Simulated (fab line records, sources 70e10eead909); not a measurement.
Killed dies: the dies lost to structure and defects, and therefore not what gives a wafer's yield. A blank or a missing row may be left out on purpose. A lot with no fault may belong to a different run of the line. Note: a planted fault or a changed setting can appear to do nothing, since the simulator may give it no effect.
Which tool did it? / flow nand-harc / 10 lots, 30 wafers sampled, at 5 steps of a route of 1159

== WHAT EACH GAUGE READ, for each wafer ==
NHARC_A_BONDPAD_OVL_MEAS_35.
lot=L504; measured=day 17 21:38; on=overlay-01; overlay-x-nm (nm)=3 2 3; overlay-y-nm (nm)=-1 -1 0
lot=L503; measured=day 18 01:29; on=overlay-02; overlay-x-nm (nm)=3 4 3; overlay-y-nm (nm)=0 -1 0
lot=L508; measured=day 18 08:34; on=overlay-02; overlay-x-nm (nm)=-1 -2 -2; overlay-y-nm (nm)=2 1 2
lot=L513; measured=day 20 15:07; on=overlay-02; overlay-x-nm (nm)=-3 -3 -3; overlay-y-nm (nm)=-12 -12 -12
lot=L516; measured=day 22 05:07; on=overlay-01; overlay-x-nm (nm)=-13 -13 -14; overlay-y-nm (nm)=-7 -7 -7
lot=L514; measured=day 22 11:13; on=overlay-01; overlay-x-nm (nm)=0 0 0; overlay-y-nm (nm)=-3 -2 -3
lot=L519; measured=day 22 22:58; on=overlay-01; overlay-x-nm (nm)=-4 -4 -4; overlay-y-nm (nm)=1 1 2
lot=L523; measured=day 23 06:51; on=overlay-01; overlay-x-nm (nm)=-8 -9 -9; overlay-y-nm (nm)=0 0 0
lot=L522; measured=day 23 10:05; on=overlay-02; overlay-x-nm (nm)=0 0 0; overlay-y-nm (nm)=1 2 2
lot=L526; measured=day 24 09:18; on=overlay-01; overlay-x-nm (nm)=-10 -10 -10; overlay-y-nm (nm)=-18 -18 -18

NHARC_END_SORT_01.
lot=L514; measured=day 23 22:22; on=prober-01; defect-limited-yield (%)=94.8 93.4 95.4; killed-at-array=29 37 25; killed-at-other=2 1 1; killed-at-periphery=4 7 5; killed-dies=35 45 31; killed-open=2 9 2; killed-short=0 2 1; sort_bin_2_pct (%)=1.5 1.5 1.8; sort_bin_3_pct (%)=0.15 0.59 0.74; sort_bin_4_pct (%)=3.5 4.6 2.1; sort-n-pass=642 632 646; sort-rim-yield-pct (%)=98.1 96.2 98.1; sort-yield-pct (%)=94.8 93.4 95.4

== WHAT TOOL EACH LOT RAN ON (gives the tool, then ch and the chambers of the sampled wafers, and finally the start) ==
lot=L504; NHARC_A_BONDPAD_ETCH_34=rie-diel-03 ch 0,2,3, day 17 21:50; NHARC_A_BONDPAD_ETCH_12=rie-diel-03 ch 0,2,3, no start; NHARC_A_BONDPAD_PRE_CLEAN_26=pvd-sputter-01, no start
lot=L503; NHARC_A_BONDPAD_ETCH_34=rie-diel-03 ch 0,1,2, day 18 01:43; NHARC_A_BONDPAD_ETCH_12=rie-diel-03 ch 0,3, no start; NHARC_A_BONDPAD_PRE_CLEAN_26=pvd-sputter-01, no start
lot=L508; NHARC_A_BONDPAD_ETCH_34=rie-diel-03 ch 2,3, day 18 08:48; NHARC_A_BONDPAD_ETCH_12=rie-diel-03 ch 1,3, no start; NHARC_A_BONDPAD_PRE_CLEAN_26=pvd-sputter-02, no start
lot=L513; NHARC_A_BONDPAD_ETCH_34=rie-diel-13 ch 0,1, day 20 15:20; NHARC_A_BONDPAD_ETCH_12=rie-diel-13 ch 0,1,3, no start; NHARC_A_BONDPAD_PRE_CLEAN_26=pvd-sputter-02, no start
lot=L516; NHARC_A_BONDPAD_ETCH_34=rie-diel-03 ch 0,1,2, day 22 05:19; NHARC_A_BONDPAD_ETCH_12=rie-diel-03 ch 1,2,3, no start; NHARC_A_BONDPAD_PRE_CLEAN_26=pvd-sputter-01, no start
lot=L514; NHARC_A_BONDPAD_ETCH_34=rie-diel-03 ch 1,2, day 22 11:26; NHARC_A_BONDPAD_ETCH_12=rie-diel-03 ch 0,1,3, day 23 22:22 or earlier; NHARC_A_BONDPAD_PRE_CLEAN_26=pvd-sputter-03, day 23 22:22 or earlier
lot=L519; NHARC_A_BONDPAD_ETCH_34=rie-diel-13 ch 0,1,2, day 22 23:11; NHARC_A_BONDPAD_ETCH_12=rie-diel-13 ch 0,1,2, no start; NHARC_A_BONDPAD_PRE_CLEAN_26=pvd-sputter-01, no start
lot=L523; NHARC_A_BONDPAD_ETCH_34=rie-diel-13 ch 0,1, day 23 07:32; NHARC_A_BONDPAD_ETCH_12=rie-diel-13 ch 0,2, no start; NHARC_A_BONDPAD_PRE_CLEAN_26=pvd-sputter-02, no start
lot=L522; NHARC_A_BONDPAD_ETCH_34=rie-diel-06 ch 0,1,3, day 23 10:17; NHARC_A_BONDPAD_ETCH_12=rie-diel-06 ch 1,2,3, no start; NHARC_A_BONDPAD_PRE_CLEAN_26=pvd-sputter-03, no start
lot=L526; NHARC_A_BONDPAD_ETCH_34=rie-diel-06 ch 0,1,3, day 24 09:32; NHARC_A_BONDPAD_ETCH_12=rie-diel-06 ch 0,1,3, no start; NHARC_A_BONDPAD_PRE_CLEAN_26=pvd-sputter-02, no start
- NHARC_A_BONDPAD_ETCH_34: etches the open film in N2/H2, target depth 60 nm, overetch 18 nm, time 65.91 s.
- NHARC_A_BONDPAD_ETCH_12: etches the open film in CHF3/O2, target depth 220 nm, time 110 s.
- NHARC_A_BONDPAD_PRE_CLEAN_26: time 30 s.

== AS READ BY THE TOOLS THEMSELVES (means over the sampled wafers that have a number; for cases with no such wafer, the mark the record gives instead) ==
NHARC_A_BONDPAD_ETCH_34.
lot=L504; tool=rie-diel-03; drypump-motor-current-A (A)=5.9; oes-product-au (a.u.)=0.997; rf-vpp-V (V)=429.0; showerhead-plenum-p-Torr (Torr)=1.97; throttle-valve-pct (%)=14.171
lot=L503; tool=rie-diel-03; drypump-motor-current-A (A)=5.4; oes-product-au (a.u.)=1.000; rf-vpp-V (V)=429.2; showerhead-plenum-p-Torr (Torr)=2.00; throttle-valve-pct (%)=14.177
lot=L508; tool=rie-diel-03; drypump-motor-current-A (A)=6.3; oes-product-au (a.u.)=0.991; rf-vpp-V (V)=429.2; showerhead-plenum-p-Torr (Torr)=2.01; throttle-valve-pct (%)=14.177
lot=L513; tool=rie-diel-13; drypump-motor-current-A (A)=5.6; oes-product-au (a.u.)=0.986; rf-vpp-V (V)=433.9; showerhead-plenum-p-Torr (Torr)=2.16; throttle-valve-pct (%)=14.171
lot=L516; tool=rie-diel-03; drypump-motor-current-A (A)=5.4; oes-product-au (a.u.)=0.834; rf-vpp-V (V)=428.5; showerhead-plenum-p-Torr (Torr)=1.99; throttle-valve-pct (%)=14.168
lot=L514; tool=rie-diel-03; drypump-motor-current-A (A)=5.6; oes-product-au (a.u.)=0.838; rf-vpp-V (V)=430.1; showerhead-plenum-p-Torr (Torr)=2.03; throttle-valve-pct (%)=14.175
lot=L519; tool=rie-diel-13; drypump-motor-current-A (A)=5.7; oes-product-au (a.u.)=0.998; rf-vpp-V (V)=432.3; showerhead-plenum-p-Torr (Torr)=2.11; throttle-valve-pct (%)=14.175
lot=L523; tool=rie-diel-13; drypump-motor-current-A (A)=5.6; oes-product-au (a.u.)=1.001; rf-vpp-V (V)=433.4; showerhead-plenum-p-Torr (Torr)=2.15; throttle-valve-pct (%)=14.173
lot=L522; tool=rie-diel-06; drypump-motor-current-A (A)=5.7; oes-product-au (a.u.)=0.998; rf-vpp-V (V)=428.7; showerhead-plenum-p-Torr (Torr)=1.99; throttle-valve-pct (%)=14.165
lot=L526; tool=rie-diel-06; drypump-motor-current-A (A)=5.7; oes-product-au (a.u.)=0.996; rf-vpp-V (V)=428.9; showerhead-plenum-p-Torr (Torr)=1.98; throttle-valve-pct (%)=14.170

NHARC_A_BONDPAD_ETCH_12.
lot=L504; tool=rie-diel-03; chf3-flow-sccm (sccm)=50.06; drypump-motor-current-A (A)=5.9; oes-product-au (a.u.)=0.960; rf-vpp-V (V)=368.7; showerhead-plenum-p-Torr (Torr)=2.32; throttle-valve-pct (%)=20.579
lot=L503; tool=rie-diel-03; chf3-flow-sccm (sccm)=49.96; drypump-motor-current-A (A)=6.2; oes-product-au (a.u.)=0.955; rf-vpp-V (V)=368.9; showerhead-plenum-p-Torr (Torr)=2.29; throttle-valve-pct (%)=20.576
lot=L508; tool=rie-diel-03; chf3-flow-sccm (sccm)=49.83; drypump-motor-current-A (A)=6.4; oes-product-au (a.u.)=0.960; rf-vpp-V (V)=369.2; showerhead-plenum-p-Torr (Torr)=2.34; throttle-valve-pct (%)=20.577
lot=L513; tool=rie-diel-13; chf3-flow-sccm (sccm)=49.88; drypump-motor-current-A (A)=5.7; oes-product-au (a.u.)=0.967; rf-vpp-V (V)=372.9; showerhead-plenum-p-Torr (Torr)=2.51; throttle-valve-pct (%)=20.565
lot=L516; tool=rie-diel-03; chf3-flow-sccm (sccm)=49.92; drypump-motor-current-A (A)=6.1; oes-product-au (a.u.)=0.928; rf-vpp-V (V)=370.1; showerhead-plenum-p-Torr (Torr)=2.37; throttle-valve-pct (%)=20.575
lot=L514; tool=rie-diel-03; chf3-flow-sccm (sccm)=49.76; drypump-motor-current-A (A)=5.7; oes-product-au (a.u.)=0.963; rf-vpp-V (V)=368.9; showerhead-plenum-p-Torr (Torr)=2.32; throttle-valve-pct (%)=20.570
lot=L519; tool=rie-diel-13; chf3-flow-sccm (sccm)=50.04; drypump-motor-current-A (A)=5.7; oes-product-au (a.u.)=0.935; rf-vpp-V (V)=372.5; showerhead-plenum-p-Torr (Torr)=2.48; throttle-valve-pct (%)=20.579
lot=L523; tool=rie-diel-13; chf3-flow-sccm (sccm)=50.15; drypump-motor-current-A (A)=5.8; oes-product-au (a.u.)=0.932; rf-vpp-V (V)=372.8; showerhead-plenum-p-Torr (Torr)=2.51; throttle-valve-pct (%)=20.572
lot=L522; tool=rie-diel-06; chf3-flow-sccm (sccm)=49.95; drypump-motor-current-A (A)=5.8; oes-product-au (a.u.)=0.982; rf-vpp-V (V)=370.0; showerhead-plenum-p-Torr (Torr)=2.34; throttle-valve-pct (%)=20.566
lot=L526; tool=rie-diel-06; chf3-flow-sccm (sccm)=50.00; drypump-motor-current-A (A)=5.7; oes-product-au (a.u.)=0.917; rf-vpp-V (V)=369.2; showerhead-plenum-p-Torr (Torr)=2.34; throttle-valve-pct (%)=20.571

NHARC_A_BONDPAD_PRE_CLEAN_26.
lot=L504; tool=pvd-sputter-01; heater-power-w (W)=413
lot=L503; tool=pvd-sputter-01; heater-power-w (W)=415
lot=L508; tool=pvd-sputter-02; heater-power-w (W)=398
lot=L513; tool=pvd-sputter-02; heater-power-w (W)=446
lot=L516; tool=pvd-sputter-01; heater-power-w (W)=441
lot=L514; tool=pvd-sputter-03; heater-power-w (W)=420
lot=L519; tool=pvd-sputter-01; heater-power-w (W)=452
lot=L523; tool=pvd-sputter-02; heater-power-w (W)=490
lot=L522; tool=pvd-sputter-03; heater-power-w (W)=402
lot=L526; tool=pvd-sputter-02; heater-power-w (W)=439

== THE ANSWER, worked out from the rows above alone ==
Rule: the lots themselves supply what counts as usual. The widest of any qualifying gaps counts: lots, ordered by their means at a reading, are off when they make up no more than a third of the lots, leave a main group of 4 or more, and stand apart from it by 3 or more times the standard deviation of that group's means. A main group is skipped when, at the precision printed for the reading in the tables above, its means are all equal. Also off: a lot with no number at a reading for which 4 or more lots have one. Any other lot the step has rows for is counted as sound. The gauges are gone through in route order, then the tools' own readings, and for those a lot's mean is taken as printed above. The first step at which some lot is off is used, and at that step the reading that is off furthest; a lot without a number counts as furthest.
Off: L516, L514, at NHARC_A_BONDPAD_ETCH_34 (oes-product-au). For the main group the mean is 0.996 a.u. and the standard deviation 0.0047.
If a tool, at that step or one of the process steps before it, ran each lot that is off and ran no sound lot following the first of them, it fits. One fits: NHARC_A_BONDPAD_ETCH_34 on rie-diel-03. A fault onset in the window from L508 (day 18 08:48, its last sound lot) to L516 (day 22 05:19, its first lot off) fits.
On the lots that are off, the tool's own readings at NHARC_A_BONDPAD_ETCH_34 differ by more than 5 times the standard deviation of the sound lots' means, which bears it out; oes-product-au reads 0.836 a.u. there versus 0.996 a.u. on the sound lots.

== WHAT THE SIMULATOR PUT IN ==
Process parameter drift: rie-diel-03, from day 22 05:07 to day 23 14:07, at NHARC_A_BONDPAD_ETCH_34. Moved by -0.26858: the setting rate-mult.
Lots struck among those shown: L516, L514. The same result came from the rule above.
